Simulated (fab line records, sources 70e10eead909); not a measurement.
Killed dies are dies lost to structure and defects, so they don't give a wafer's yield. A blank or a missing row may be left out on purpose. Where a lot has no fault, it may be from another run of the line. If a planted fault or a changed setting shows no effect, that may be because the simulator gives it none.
Struck lot and sound lot, side by side -- flow nandHarc -- 15 steps out of a route of 1159
Sound: the wafers L283.1, L283.5, L283.6. Struck: wafer L290.6. (L290.5 of the same lot was not struck and is left out.) The cause comes at the end.
At each step with rows: each side's tool, then ch and its chambers, then its first start. Under that, the readings that differ: sound wafers -- struck wafers -- difference of the means -- sigmas: that difference in standard deviations of wafers without a fault.
alike: same words and numbers on both sides, and readings whose means sit less than 2 such deviations apart. not compared: any withheld reading, any reading some wafer has no value for, any bound like >300 that may hide the same value, and any number with overlapping values for which the record gives no deviation.
The two part at a step that has a row with sigmas, a row that says differs or no value, or rows on one side only. Numbers that have no deviation but don't overlap get no sigmas and don't part them. A reading missing from all wafers of one side parts the sides only when that side holds two or more wafers.

first, 2 steps without rows for these wafers: NHARC_A_CONTACT_ETCH_113 (etches the open film in C4F8/O2/Ar, time 94 s, target depth 922 nm); NHARC_A_CONTACT_ETCH_114 (etches the open film in C4F8/O2/Ar, time 94 s, target depth 922 nm).
NHARC_A_CONTACT_ETCH_115: etches the open film in C4F8/O2/Ar, time 94 s, target depth 922 nm.
  sound on harCapEtch-02 ch 0,1, day 17 06:32; struck on harCapEtch-02 ch 0, day 19 16:20
  not compared: rfHoursCounterH, runLengthS
NHARC_A_CONTACT_ETCH_116: etches the open film in C4F8/O2/Ar, time 94 s, target depth 922 nm.
  sound on harCapEtch-02 ch 0,1, day 17 06:37; struck on harCapEtch-02 ch 0, day 19 16:25
  not compared: rfHoursCounterH, runLengthS
then, 1 step without rows for these wafers: NHARC_A_CONTACT_ETCH_117 (etches the open film in C4F8/O2/Ar, time 94 s, target depth 922 nm).
NHARC_A_CONTACT_ETCH_118: etches the open film in C4F8/O2/Ar, time 94 s, target depth 922 nm.
  sound on harCapEtch-02 ch 0,1, day 17 06:48; struck on harCapEtch-02 ch 0, day 19 16:36
  not compared: rfHoursCounterH, runLengthS
then, 2 steps without rows for these wafers: NHARC_A_CONTACT_ETCH_119 (etches the open film in C4F8/O2/Ar, time 94 s, target depth 922 nm); NHARC_A_CONTACT_ETCH_120 (etches the open film in C4F8/O2/Ar, time 94 s, target depth 922 nm).
NHARC_A_CONTACT_ETCH_121: etches the open film in C4F8/O2/Ar, time 94 s, target depth 922 nm.
  sound on harCapEtch-02 ch 0,1, day 17 07:04; struck on harCapEtch-02 ch 0, day 19 16:52
  not compared: rfHoursCounterH, runLengthS
then, 2 steps without rows for these wafers: NHARC_A_CONTACT_ETCH_122 (etches the open film in C4F8/O2/Ar, time 95 s, target depth 930 nm); NHARC_A_CONTACT_ETCH_123 (etches the open film in C4F8/O2/Ar, time 253 s, target depth 1090 nm).
NHARC_A_CONTACT_ETCH_90: etches the open film in CH3F/O2, target depth 40 nm, time 85.7 s.
  sound on rieDiel-07 ch 1,2, day 17 07:53; struck on rieDiel-13 ch 0, day 19 17:39
  alike: drypumpMotorCurrentA, oesProductAu, rfVppV, runLengthS, showerheadPlenumPTorr, throttleValvePct
  not compared: rfHoursCounterH
NHARC_A_CONTACT_ETCH_96: etches the open film in C4F6/O2, target depth 20 nm, time 10 s.
  sound on rieDiel-07 ch 0,1, day 17 08:00; struck on rieDiel-13 ch 1, day 19 17:44
reading,sound,struck,difference,sigmas
runLengthS (s),30.4 30.6 30.2,27.4,-3.0,-10
  alike: drypumpMotorCurrentA, oesProductAu, rfVppV, showerheadPlenumPTorr, throttleValvePct
  not compared: rfHoursCounterH
NHARC_A_CONTACT_CD_MEAS_53:
  sound: cdSem-01 at day 17 08:05; struck: cdSem-03 at day 19 17:50
reading,sound,struck,difference,sigmas
cdNm (nm),188.4 188.5 189.1,190.6,+1.9,+2
-- jump in the record: it breaks off in module A_CONTACT and resumes in module END (first step shown: number 1159 of the route), and 6 days separate the struck wafers' starts before and after --
NHARC_END_SORT_01:
  the record has rows for the struck wafers here (prober-02 ch 0, day 25 14:52) and none for the sound ones

== WHERE THEY PART ==
First at NHARC_A_CONTACT_ETCH_96; last, within this record, at NHARC_END_SORT_01.

WHY: what the simulator had put in
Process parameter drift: rieDiel-13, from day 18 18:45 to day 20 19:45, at NHARC_A_CONTACT_ETCH_96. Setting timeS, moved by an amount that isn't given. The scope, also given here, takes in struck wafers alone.
